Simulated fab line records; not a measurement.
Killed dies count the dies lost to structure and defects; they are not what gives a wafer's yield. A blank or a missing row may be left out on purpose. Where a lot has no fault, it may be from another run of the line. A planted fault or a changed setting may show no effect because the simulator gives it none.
fab line records | flow nandHarc
record lots=10 | wafers=30 | lastDay=34
route steps=1302 shown A_CHANNEL_HOLE_D2@587 A_CHANNEL_FILL_D2@612 END@1302
lots with no fault: from the same line, run without faults
startH: hours from the record's opening day to when the first of the lot's shown wafers began | waitH: hours from the lot's prior step to this one | " repeats the value in the row above | L1.1+2: one row covering several wafers at once | - no value present, or no start provided | * or withheld: withheld | < > ~ a bound
route shown NAME@n: names a module that has steps shown in the file, with the first one's number in the route | usual: average and standard deviation across the fault-free wafers | same: alike in all rows | chamber/n: place in a boat | sites: each site's reading | _std_site: the values' standard deviation | _edge_site: outer sites' mean less inner sites' | radiusMm: how far each site lies from the wafer's centre | mask NAME#n: copy n | behind: the last tool/chamber to shape the wafer | hold: the reason the lot was held/the length of the hold in hours/how it ended | device: the transistor (n, p or np) that didn't switch | end of line: tests of these same wafers at the route's end | for a step that has no rows: nothing shown but its recipe | killed: not the wafer's yield, but the dies lost to structure and defects at the first sort | map: dies across one wafer; x = killed, . = not, _ = none there
set.NAME: the run value of the setting; set.NAME@STEP: its run value at that earlier step | model.NAME: the simulator's own value behind a step, which no gauge read
route steps across a sampled set of lots; one table per step, one row per wafer
services: a tool's chamber out of use, with start hour (startH, from the record's first day; less than 0 if before it), hours out, and reason
## steps
# step NHARC_A_CHANNEL_HOLE_D2_ETCH_39
# recipe targetDepthA=2600 | overEtchFrac=0.3 | timeS=325 | ionEnergyEv=200 | n2FlowSccm=150 | h2FlowSccm=150 | arFlowSccm=0 | rfW=400 | biasW=150 | chemistry=N2/H2
# usual drypumpMotorCurrentA=5.7/0.3 | oesProductAu=1.001/0.01 | rfFwdPowerW=399.0/1.2 | rfVppV=431.2/3 | showerheadPlenumPTorr=2.06/0.11 | throttleValvePct=14.172/0.0087
lot.wafer | tool       | chamber | startH | waitH | drypumpMotorCurrentA | oesProductAu | rfFwdPowerW | rfHoursCounterH | rfVppV | showerheadPlenumPTorr | throttleValvePct
L360.1    | rieDiel-13 | 2       | 301.99 | -     | 5.5                  | 0.985        | 399.0       | 7               | 433.8  | 2.17                  | 14.176
L360.2    | "          | 0       | "      | "     | 5.8                  | 0.978        | 398.4       | 7               | 426.9  | 1.90                  | 14.169
L360.6    | "          | 2       | "      | "     | 5.6                  | 0.986        | 400.1       | -               | 434.0  | 2.17                  | 14.157
L362.3    | rieDiel-13 | 0       | 320.24 | -     | 5.8                  | 0.987        | 399.0       | 9               | 426.9  | 1.90                  | 14.174
L362.1    | "          | 1       | "      | "     | 5.3                  | 0.988        | 397.8       | 8               | 431.9  | 2.12                  | 14.155
L362.6    | "          | 1       | "      | "     | 5.3                  | 0.994        | 397.9       | -               | 433.6  | 2.12                  | 14.177
L361.4    | rieDiel-03 | 1       | 320.44 | -     | 5.3                  | 0.983        | 399.2       | 1               | 429.2  | 1.96                  | 14.181
L361.3    | "          | 2       | "      | "     | 5.9                  | 1.016        | 401.0       | 1               | 426.0  | 1.90                  | 14.173
L361.2    | "          | 0       | "      | "     | 5.9                  | 1.004        | 396.1       | 1               | 432.2  | 2.14                  | 14.183
L364.2    | rieDiel-04 | 2       | 352.40 | -     | 5.4                  | 0.995        | 398.7       | 9               | 427.6  | 2.01                  | 14.163
L364.1    | "          | 0       | "      | "     | 6.2                  | 1.000        | 398.3       | 9               | 431.5  | 2.06                  | 14.182
L364.5    | "          | 2       | "      | "     | 5.4                  | 1.003        | 398.0       | -               | 428.9  | 2.01                  | 14.167
L366.3    | rieDiel-13 | 1       | 377.09 | -     | 5.3                  | 0.987        | 399.8       | 1               | 433.2  | 2.12                  | 14.176
L366.6    | "          | 3       | "      | "     | 6.1                  | 1.020        | 400.9       | -               | 433.5  | 2.18                  | 14.175
L366.5    | "          | 0       | "      | "     | 5.8                  | 1.024        | 397.8       | -               | 426.7  | 1.90                  | 14.183
L372.2    | rieDiel-13 | 2       | 439.50 | -     | 5.5                  | 1.002        | 400.1       | 5               | 433.3  | 2.16                  | 14.168
L372.3    | "          | 0       | "      | "     | 5.8                  | 1.014        | 397.2       | 5               | 427.0  | 1.90                  | 14.161
L372.6    | "          | 2       | "      | "     | 5.6                  | 1.001        | 399.8       | -               | 434.9  | 2.17                  | 14.181
L374.3    | rieDiel-13 | 3       | 441.82 | -     | 6.1                  | 1.006        | 398.2       | 5               | 435.0  | 2.18                  | 14.165
L374.2    | "          | 1       | "      | "     | 5.3                  | 0.981        | 397.8       | 6               | 432.6  | 2.12                  | 14.171
L374.5    | "          | 0       | "      | "     | 5.8                  | 1.015        | 400.4       | -               | 428.9  | 1.90                  | 14.180
L377.1    | rieDiel-03 | 1       | 482.43 | -     | 5.3                  | 1.015        | 400.5       | 1               | 429.1  | 1.96                  | 14.171
L377.3    | "          | 2       | "      | "     | 5.9                  | 1.012        | 398.6       | 1               | 426.0  | 1.90                  | 14.181
L377.4    | "          | 3       | "      | "     | 5.5                  | 1.007        | 399.3       | 1               | 429.7  | 2.05                  | 14.176
L380.4    | rieDiel-04 | 2       | 505.14 | -     | 5.4                  | 1.007        | 398.3       | 8               | 430.4  | 2.01                  | 14.168
L380.3    | "          | 0       | "      | "     | 6.2                  | 1.000        | 399.6       | 6               | 431.7  | 2.06                  | 14.173
L380.6    | "          | 2       | "      | "     | 5.4                  | 0.993        | 401.7       | -               | 428.2  | 2.01                  | 14.181
L381.4    | rieDiel-13 | 2       | 529.68 | -     | 5.6                  | 1.002        | 399.8       | 0               | 435.7  | 2.16                  | 14.169
L381.3    | "          | 3       | "      | "     | 6.0                  | 1.003        | 398.9       | 0               | 433.5  | 2.18                  | 14.166
L381.2    | "          | 1       | "      | "     | 5.3                  | 0.991        | 400.5       | 0               | 433.3  | 2.11                  | 14.167
# step NHARC_A_CHANNEL_HOLE_D2_ETCH_44
# recipe targetDepthA=1400 | overetchA=140 | timeS=77 | ionEnergyEv=100 | cf4FlowSccm=80 | o2FlowSccm=20 | arFlowSccm=0 | rfW=300 | biasW=100 | chemistry=CF4/O2
# usual drypumpMotorCurrentA=5.7/0.31 | oes_f_703_au=1.000/0.0045 | oesProductAu=0.999/0.01 | rfFwdPowerW=297.5/1 | rfVppV=198.3/1.4 | showerheadPlenumPTorr=1.36/0.063 | throttleValvePct=13.396/0.0091
lot.wafer | tool       | chamber | startH | waitH | drypumpMotorCurrentA | oes_f_703_au | oesProductAu | rfFwdPowerW | rfHoursCounterH | rfVppV | showerheadPlenumPTorr | throttleValvePct
L360.2    | rieDiel-13 | 1       | 307.71 | 0.1   | 5.3                  | 1.004        | 0.989        | 296.9       | 8               | 199.1  | 1.38                  | 13.400
L360.1    | "          | 2       | "      | "     | 5.5                  | 1.006        | 0.988        | 296.6       | 8               | 199.2  | 1.41                  | 13.390
L360.6    | "          | 0       | "      | "     | 5.8                  | 0.998        | 0.991        | 297.3       | -               | 196.0  | 1.25                  | 13.387
L362.1    | rieDiel-13 | 2       | 325.98 | 0.0   | 5.5                  | 0.992        | 0.979        | 297.6       | 9               | 199.5  | 1.41                  | 13.412
L362.3    | "          | 0       | "      | "     | 5.8                  | 1.003        | 0.984        | 296.7       | 9               | 196.6  | 1.25                  | 13.386
L362.6    | "          | 3       | "      | "     | 6.1                  | 0.997        | 0.985        | 297.3       | -               | 199.0  | 1.42                  | 13.398
L361.4    | rieDiel-13 | 0       | 330.13 | 0.0   | 5.8                  | 1.000        | 0.984        | 297.8       | 9               | 194.7  | 1.25                  | 13.393
L361.2    | "          | 1       | "      | "     | 5.2                  | 1.012        | 0.982        | 296.3       | 9               | 198.3  | 1.38                  | 13.407
L361.3    | "          | 2       | "      | "     | 5.5                  | 0.998        | 0.987        | 297.0       | 9               | 200.2  | 1.41                  | 13.400
L364.2    | rieDiel-13 | 0       | 364.02 | 0.0   | 5.8                  | 0.996        | 1.011        | 297.8       | 1               | 197.2  | 1.25                  | 13.410
L364.1    | "          | 2       | "      | "     | 5.5                  | 0.999        | 1.003        | 298.3       | 0               | 199.3  | 1.41                  | 13.395
L364.5    | "          | 1       | "      | "     | 5.3                  | 0.999        | 1.000        | 296.3       | -               | 198.5  | 1.38                  | 13.403
L366.3    | rieDiel-13 | 2       | 386.61 | 0.1   | 5.5                  | 1.000        | 1.014        | 296.8       | 2               | 200.6  | 1.41                  | 13.392
L366.6    | "          | 3       | "      | "     | 6.0                  | 1.001        | 1.013        | 297.5       | -               | 200.8  | 1.42                  | 13.382
L366.5    | "          | 0       | "      | "     | 5.8                  | 0.995        | 1.012        | 296.8       | -               | 196.4  | 1.25                  | 13.384
L372.3    | rieDiel-03 | 1       | 445.24 | 0.1   | 5.2                  | 1.004        | 0.990        | 297.3       | 10              | 196.6  | 1.28                  | 13.412
L372.2    | "          | 2       | "      | "     | 5.9                  | 1.004        | 1.012        | 298.9       | 11              | 195.1  | 1.25                  | 13.413
L372.6    | "          | 0       | "      | "     | 5.9                  | 0.999        | 0.994        | 297.0       | -               | 199.2  | 1.39                  | 13.398
L374.2    | rieDiel-04 | 2       | 449.37 | 0.1   | 5.4                  | 0.999        | 1.004        | 296.7       | 4               | 198.9  | 1.32                  | 13.398
L374.3    | "          | 3       | "      | "     | 6.1                  | 1.008        | 1.009        | 297.5       | 4               | 197.9  | 1.38                  | 13.390
L374.5    | "          | 2       | "      | "     | 5.3                  | 1.002        | 1.013        | 297.3       | -               | 198.0  | 1.32                  | 13.411
L377.1    | rieDiel-04 | 1       | 490.77 | 0.1   | 5.8                  | 0.994        | 1.007        | 297.8       | 7               | 199.5  | 1.41                  | 13.399
L377.3    | "          | 2       | "      | "     | 5.4                  | 1.004        | 1.000        | 299.6       | 7               | 196.7  | 1.31                  | 13.384
L377.4    | "          | 0       | "      | "     | 6.2                  | 0.995        | 1.004        | 298.2       | 5               | 199.0  | 1.35                  | 13.387
L380.3    | rieDiel-13 | 0       | 510.86 | 0.0   | 5.8                  | 1.004        | 1.001        | 297.9       | 11              | 197.2  | 1.25                  | 13.391
L380.4    | "          | 2       | "      | "     | 5.5                  | 0.996        | 1.003        | 296.3       | 10              | 199.6  | 1.41                  | 13.405
L380.6    | "          | 0       | "      | "     | 5.8                  | 1.000        | 0.978        | 296.8       | -               | 195.9  | 1.25                  | 13.405
L381.4    | rieDiel-13 | 1       | 535.42 | 0.1   | 5.3                  | 0.996        | 0.992        | 297.2       | 1               | 198.6  | 1.38                  | 13.398
L381.3    | "          | 2       | "      | "     | 5.5                  | 1.002        | 1.000        | 297.3       | 1               | 199.1  | 1.41                  | 13.400
L381.2    | "          | 3       | "      | "     | 6.0                  | 1.002        | 1.004        | 297.5       | 1               | 199.9  | 1.42                  | 13.380
# step NHARC_A_CHANNEL_HOLE_D2_INSPECT_40
# usual rawDefectCount=261/81
lot.wafer | tool             | chamber | startH | waitH | rawDefectCount
L360.1    | defectInspect-01 | -       | 308.69 | -     | 246
L360.2    | "                | -       | "      | "     | 291
L360.6    | "                | -       | "      | "     | 328
L362.1    | defectInspect-02 | -       | 326.95 | -     | 233
L362.3    | "                | -       | "      | "     | 213
L362.6    | "                | -       | "      | "     | 146
L361.2    | defectInspect-01 | -       | 331.11 | -     | 517
L361.3    | "                | -       | "      | "     | 211
L361.4    | "                | -       | "      | "     | 330
L364.1    | defectInspect-01 | -       | 365.00 | -     | 252
L364.2    | "                | -       | "      | "     | 253
L364.5    | "                | -       | "      | "     | 275
L366.3    | defectInspect-02 | -       | 387.57 | -     | 149
L366.5    | "                | -       | "      | "     | 332
L366.6    | "                | -       | "      | "     | 232
L372.2    | defectInspect-01 | -       | 446.34 | -     | 1207
L372.3    | "                | -       | "      | "     | 1310
L372.6    | "                | -       | "      | "     | 1063
L374.2    | defectInspect-02 | -       | 450.35 | -     | 954
L374.3    | "                | -       | "      | "     | 983
L374.5    | "                | -       | "      | "     | 872
L377.1    | defectInspect-02 | -       | 491.75 | -     | 173
L377.3    | "                | -       | "      | "     | 217
L377.4    | "                | -       | "      | "     | 211
L380.3    | defectInspect-02 | -       | 511.84 | -     | 375
L380.4    | "                | -       | "      | "     | 247
L380.6    | "                | -       | "      | "     | 316
L381.2    | defectInspect-01 | -       | 536.40 | -     | 203
L381.3    | "                | -       | "      | "     | 272
L381.4    | "                | -       | "      | "     | 146
# step NHARC_A_CHANNEL_FILL_D2_ALD_02
# recipe targetThkA=60 | pulseTimeS=10 | aldCycles=60 | tempC=300 | material=SiO2
# usual heaterPowerW=457/54 | precursorPulseHeightRel=0.997/0.019
lot.wafer | tool     | chamber | startH | waitH | heaterPowerW | precursorPulseHeightRel
L360.2    | aldHk-03 | 0       | 309.03 | -     | 453          | 0.999
L360.1    | "        | 1       | "      | "     | 404          | 0.998
L360.6    | "        | 0       | "      | "     | 441          | 1.008
L362.1    | aldHk-03 | 3       | 327.29 | -     | 517          | 1.020
L362.3    | "        | 0       | "      | "     | 451          | 0.984
L362.6    | "        | 1       | "      | "     | 427          | 1.022
L361.4    | aldHk-03 | 0       | 331.38 | -     | 447          | 0.987
L361.2    | "        | 1       | "      | "     | 419          | 0.998
L361.3    | "        | 2       | "      | "     | 511          | 1.015
L364.2    | aldHk-01 | 1       | 365.27 | -     | 388          | 0.999
L364.1    | "        | 3       | "      | "     | 476          | 0.997
L364.5    | "        | 0       | "      | "     | 495          | 0.992
L366.3    | aldHk-03 | 2       | 387.91 | -     | 530          | 0.990
L366.5    | "        | 0       | "      | "     | 455          | 0.971
L366.6    | "        | 1       | "      | "     | 421          | 1.009
L372.3    | aldHk-03 | 3       | 446.68 | -     | 513          | 1.041
L372.2    | "        | 0       | "      | "     | 415          | 1.005
L372.6    | "        | 1       | "      | "     | 435          | 1.018
L374.3    | aldHk-03 | 3       | 450.62 | -     | 493          | 0.969
L374.2    | "        | 0       | "      | "     | 416          | 1.030
L374.5    | "        | 3       | "      | "     | 498          | 0.994
L377.4    | aldHk-01 | 0       | 492.14 | -     | 486          | 0.986
L377.1    | "        | 2       | "      | "     | 361          | 0.978
L377.3    | "        | 3       | "      | "     | 437          | 1.027
L380.4    | aldHk-02 | 0       | 512.03 | -     | 411          | 1.009
L380.3    | "        | 3       | "      | "     | 407          | 1.028
L380.6    | "        | 0       | "      | "     | 417          | 1.022
L381.3    | aldHk-03 | 0       | 536.59 | -     | 423          | 0.977
L381.4    | "        | 2       | "      | "     | 513          | 0.983
L381.2    | "        | 3       | "      | "     | 503          | 1.021
# step NHARC_A_CHANNEL_FILL_D2_STRIP_28
# recipe timeS=20 | o2FlowSccm=500 | arFlowSccm=0 | biasW=0 | chemistry=O2
# usual drypumpMotorCurrentA=5.7/0.45 | oesProductAu=1.001/0.01 | rfVppV=57.8/0.91 | showerheadPlenumPTorr=3.54/0.15 | throttleValvePct=17.036/0.0087
lot.wafer | tool       | chamber | startH | waitH | drypumpMotorCurrentA | oesProductAu | rfHoursCounterH | rfVppV | showerheadPlenumPTorr | throttleValvePct
L360.1    | rieDiel-02 | 2       | 333.52 | 0.1   | 5.6                  | 0.986        | 4               | 59.4   | 3.75                  | 17.029
L360.2    | "          | 0       | "      | "     | 5.0                  | 1.006        | 3               | 56.8   | 3.60                  | 17.024
L360.6    | "          | 1       | "      | "     | 5.8                  | 0.983        | -               | 57.8   | 3.53                  | 17.034
L362.1    | rieDiel-06 | 3       | 352.38 | 0.1   | 6.3                  | 1.009        | 1               | 56.5   | 3.50                  | 17.049
L362.3    | "          | 0       | "      | "     | 5.5                  | 0.982        | 1               | 56.8   | 3.30                  | 17.041
L362.6    | "          | 2       | "      | "     | 5.7                  | 1.007        | -               | 57.7   | 3.71                  | 17.045
L361.3    | rieDiel-02 | 2       | 356.27 | 0.1   | 5.6                  | 0.999        | 4               | 58.8   | 3.75                  | 17.035
L361.2    | "          | 3       | "      | "     | 6.2                  | 1.007        | 4               | 57.3   | 3.57                  | 17.025
L361.4    | "          | 1       | "      | "     | 5.8                  | 0.996        | 4               | 56.9   | 3.53                  | 17.034
L364.1    | rieDiel-07 | 3       | 389.62 | 0.1   | 5.8                  | 1.015        | 15              | 56.6   | 3.28                  | 17.035
L364.2    | "          | 0       | "      | "     | 5.7                  | 0.995        | 13              | 57.3   | 3.72                  | 17.032
L364.5    | "          | 1       | "      | "     | 5.9                  | 1.016        | -               | 57.0   | 3.32                  | 17.042
L366.3    | rieDiel-06 | 1       | 414.80 | 0.1   | 4.7                  | 0.999        | 3               | 56.2   | 3.54                  | 17.051
L366.6    | "          | 2       | "      | "     | 5.6                  | 1.005        | -               | 57.7   | 3.71                  | 17.032
L366.5    | "          | 3       | "      | "     | 6.3                  | 1.004        | -               | 57.7   | 3.49                  | 17.035
L372.3    | rieDiel-06 | 3       | 470.84 | 0.1   | 6.3                  | 1.003        | 5               | 56.7   | 3.49                  | 17.033
L372.2    | "          | 1       | "      | "     | 4.7                  | 1.011        | 5               | 57.1   | 3.54                  | 17.039
L372.6    | "          | 2       | "      | "     | 5.6                  | 1.006        | -               | 57.5   | 3.71                  | 17.046
L374.2    | rieDiel-02 | 2       | 474.30 | 0.1   | 5.6                  | 1.018        | 3               | 58.7   | 3.74                  | 17.043
L374.3    | "          | 0       | "      | "     | 5.0                  | 1.009        | 3               | 58.1   | 3.60                  | 17.029
L374.5    | "          | 2       | "      | "     | 5.6                  | 1.012        | -               | 58.6   | 3.74                  | 17.051
L377.3    | rieDiel-02 | 1       | 516.36 | 0.1   | 5.8                  | 0.997        | 3               | 57.3   | 3.53                  | 17.039
L377.1    | "          | 2       | "      | "     | 5.6                  | 0.991        | 4               | 58.2   | 3.74                  | 17.025
L377.4    | "          | 3       | "      | "     | 6.2                  | 1.005        | 4               | 58.4   | 3.57                  | 17.023
L380.3    | rieDiel-02 | 1       | 535.88 | 0.1   | 5.8                  | 1.015        | 4               | 57.6   | 3.53                  | 17.025
L380.6    | "          | 1       | "      | "     | 5.7                  | 1.005        | -               | 57.8   | 3.53                  | 17.035
L380.4    | "          | 2       | "      | "     | 5.6                  | 1.007        | -               | 58.6   | 3.74                  | 17.023
L381.4    | rieDiel-06 | 2       | 560.96 | 0.1   | 5.6                  | 0.993        | 2               | 57.4   | 3.71                  | 17.044
L381.2    | "          | 3       | "      | "     | 6.3                  | 1.002        | 2               | 58.6   | 3.49                  | 17.040
L381.3    | "          | 0       | "      | "     | 5.6                  | 0.991        | 2               | 56.3   | 3.30                  | 17.028
# step NHARC_END_SORT_01
# recipe tempC=25
# usual killedAtArray=53/21 | killedAtOther=1.1/1.5 | killedAtPeriphery=3.9/2.7 | killedDies=58/21 | killedOpen=3.4/1.9 | killedShort=2.3/1.5
# same grossDies=677
lot.wafer | tool      | chamber | startH | waitH | killedAtArray | killedAtOther | killedAtPeriphery | killedDies | killedOpen | killedShort
L362.1    | prober-01 | 0       | 594.00 | 2.5   | 64            | 1             | 4                 | 69         | 5          | 3
L362.3    | prober-01 | 0       | 595.56 | 3.1   | 70            | 2             | 2                 | 74         | 5          | 1
L362.6    | prober-01 | 0       | 597.90 | 3.9   | 71            | 1             | 5                 | 77         | 1          | 1
L374.2    | prober-01 | 0       | 701.80 | 2.8   | 144           | 0             | 4                 | 148        | 4          | 2
L374.3    | prober-01 | 0       | 702.60 | 3.1   | 117           | 1             | 0                 | 118        | 3          | 4
L374.5    | prober-01 | 0       | 704.18 | 3.7   | 148           | 0             | 4                 | 152        | 2          | 2
L372.2    | prober-02 | 0       | 704.44 | 2.8   | 130           | 0             | 1                 | 131        | 0          | 1
L372.3    | prober-02 | 0       | 705.25 | 3.1   | 132           | 0             | 7                 | 139        | 8          | 1
L372.6    | prober-02 | 0       | 707.66 | 4.0   | 123           | 0             | 3                 | 126        | 4          | 6
# killed by level:class
L362.1 A_CHANNEL_HOLE_D1:chamberFilmFlake=26 A_SLIT:chamberFilmFlake=19 A_CHANNEL_HOLE_D2:chamberFilmFlake=8 A_STAIRCASE:chamberFilmFlake=3 P_ZERO_WELL:chamberFilmFlake=2 A_CONTACT:chamberFilmFlake=2 P_CONTACT:geometricParticle:open=1 P_M0:geometricParticle:open=1
L362.3 A_CHANNEL_HOLE_D1:chamberFilmFlake=31 A_SLIT:chamberFilmFlake=19 A_CHANNEL_HOLE_D2:chamberFilmFlake=8 A_STAIRCASE:chamberFilmFlake=3 A_CONTACT:chamberFilmFlake=3 THIN_TSV:chamberFilmFlake=2 P_CONTACT:geometricParticle:open=1 A_SOURCE_PLATE:geometricParticle:open=1
L362.6 A_CHANNEL_HOLE_D1:chamberFilmFlake=33 A_SLIT:chamberFilmFlake=32 P_ZERO_WELL:chamberFilmFlake=4 A_CHANNEL_HOLE_D2:chamberFilmFlake=3 A_ONON_D1:geometricParticle:short=1 A_CONTACT:geometricParticle:open=1 P_M0:chamberFilmFlake=1 A_STAIRCASE:chamberFilmFlake=1
L374.2 A_CHANNEL_HOLE_D2:unspecified=75 A_SLIT:chamberFilmFlake=28 A_CHANNEL_HOLE_D2:chamberFilmFlake=18 A_CHANNEL_HOLE_D1:chamberFilmFlake=8 A_CONTACT:chamberFilmFlake=7 P_STI:chamberFilmFlake=2 A_SGD_CUT:chamberFilmFlake=2 P_CONTACT:geometricParticle:open=1
L374.3 A_CHANNEL_HOLE_D2:unspecified=48 A_SLIT:chamberFilmFlake=28 A_CHANNEL_HOLE_D2:chamberFilmFlake=15 A_CHANNEL_HOLE_D1:chamberFilmFlake=7 A_CONTACT:chamberFilmFlake=6 A_CHANNEL_FILL_D2:chamberFilmFlake=3 A_STAIRCASE:chamberFilmFlake=2 A_SGD_CUT:chamberFilmFlake=2
L374.5 A_CHANNEL_HOLE_D2:unspecified=81 A_SLIT:chamberFilmFlake=26 A_CHANNEL_HOLE_D2:chamberFilmFlake=23 A_CHANNEL_HOLE_D1:chamberFilmFlake=8 A_CONTACT:chamberFilmFlake=4 P_STI:chamberFilmFlake=2 A_SGD_CUT:chamberFilmFlake=2 A_CHANNEL_HOLE_D1:geometricParticle:open=1
L372.2 A_CHANNEL_HOLE_D2:unspecified=65 A_CHANNEL_HOLE_D1:chamberFilmFlake=31 A_CHANNEL_HOLE_D2:chamberFilmFlake=28 A_SLIT:chamberFilmFlake=2 A_CHANNEL_FILL_D2:geometricParticle:short=1 P_M1:chamberFilmFlake=1 A_STAIRCASE:chamberFilmFlake=1 A_WL_FILL:chamberFilmFlake=1
L372.3 A_CHANNEL_HOLE_D2:unspecified=81 A_CHANNEL_HOLE_D1:chamberFilmFlake=19 A_CHANNEL_HOLE_D2:chamberFilmFlake=18 P_CONTACT:geometricParticle:open=3 A_SLIT:chamberFilmFlake=3 A_BONDPAD:chamberFilmFlake=3 A_DECK1_JOINT:geometricParticle:open=2 P_M0:chamberFilmFlake=2
L372.6 A_CHANNEL_HOLE_D2:unspecified=65 A_CHANNEL_HOLE_D1:chamberFilmFlake=24 A_CHANNEL_HOLE_D2:chamberFilmFlake=16 A_BONDPAD:chamberFilmFlake=4 A_SOURCE_PLATE:geometricParticle:short=2 A_SLIT:chamberFilmFlake=2 A_CHANNEL_FILL_D2:chamberFilmFlake=2 A_CONTACT:chamberFilmFlake=2
## services
tool       | chamber | startH | hours | kind
rieDiel-04 | 1       | 283.20 | 7.5   | repair
rieDiel-13 | 2       | 286.03 | 8.9   | repair
rieDiel-04 | 0       | 290.93 | 11.1  | repair
rieDiel-06 | -       | 307.20 | 9.0   | pm
rieDiel-13 | 3       | 311.30 | 4.8   | repair
rieDiel-13 | -       | 342.26 | 9.0   | pm
rieDiel-02 | -       | 343.13 | 0.4   | repair
rieDiel-06 | -       | 354.87 | 4.6   | repair
rieDiel-04 | -       | 354.90 | 9.0   | pm
rieDiel-06 | 0       | 386.58 | 8.9   | repair
rieDiel-02 | -       | 393.82 | 9.0   | pm
rieDiel-04 | 0       | 422.95 | 21.2  | repair
rieDiel-06 | 1       | 429.79 | 7.0   | repair
rieDiel-02 | 1       | 430.80 | 4.5   | repair
rieDiel-06 | 0       | 475.36 | 7.9   | repair
rieDiel-13 | 3       | 482.03 | 2.2   | repair
rieDiel-06 | -       | 484.20 | 9.0   | pm
rieDiel-13 | 2       | 492.94 | 17.1  | repair
rieDiel-06 | 1       | 503.32 | 3.4   | repair
rieDiel-13 | -       | 519.26 | 9.0   | pm
rieDiel-04 | -       | 521.86 | 3.0   | repair
rieDiel-04 | -       | 531.90 | 9.0   | pm
rieDiel-02 | 0       | 532.83 | 4.0   | repair
rieDiel-02 | 3       | 549.11 | 5.0   | repair
## key
firstSign step=NHARC_A_CHANNEL_HOLE_D2_INSPECT_40 | reading=rawDefectCount | direction=up | sigmas=9.9 | usual=261 | struck=1065
effect step=NHARC_END_SORT_01 | reading=killedAtArray | direction=up | sigmas=3.8 | usual=53 | struck=132
moreKillsBornAt NHARC_A_CHANNEL_HOLE_D2_ETCH_39@rieDiel-13=415
metAt NHARC_A_CHANNEL_HOLE_D2_ETCH_39
struckLots L372,L374
testerLeftOut L372,L374
notActingAt NHARC_A_CHANNEL_HOLE_D2_ETCH_44,NHARC_A_CHANNEL_FILL_D2_ALD_02,NHARC_A_CHANNEL_FILL_D2_STRIP_28
onsetBetween 377.09 439.50
fault kind=chamberParticleSource | tool=rieDiel-13 | chamber=- | onsetH=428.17 | steps=NHARC_A_CHANNEL_HOLE_D2_ETCH_39 | ratePerVisitCm2=1.1059 | endH=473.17
# testerLeftOut: of these lots the tester's yield and bins aren't shown, on N5 and GAA mostly nor the transistor test; their killed dies are dies lost to structure and defects alone, not to doping, threshold or leakage, so they don't give the yield
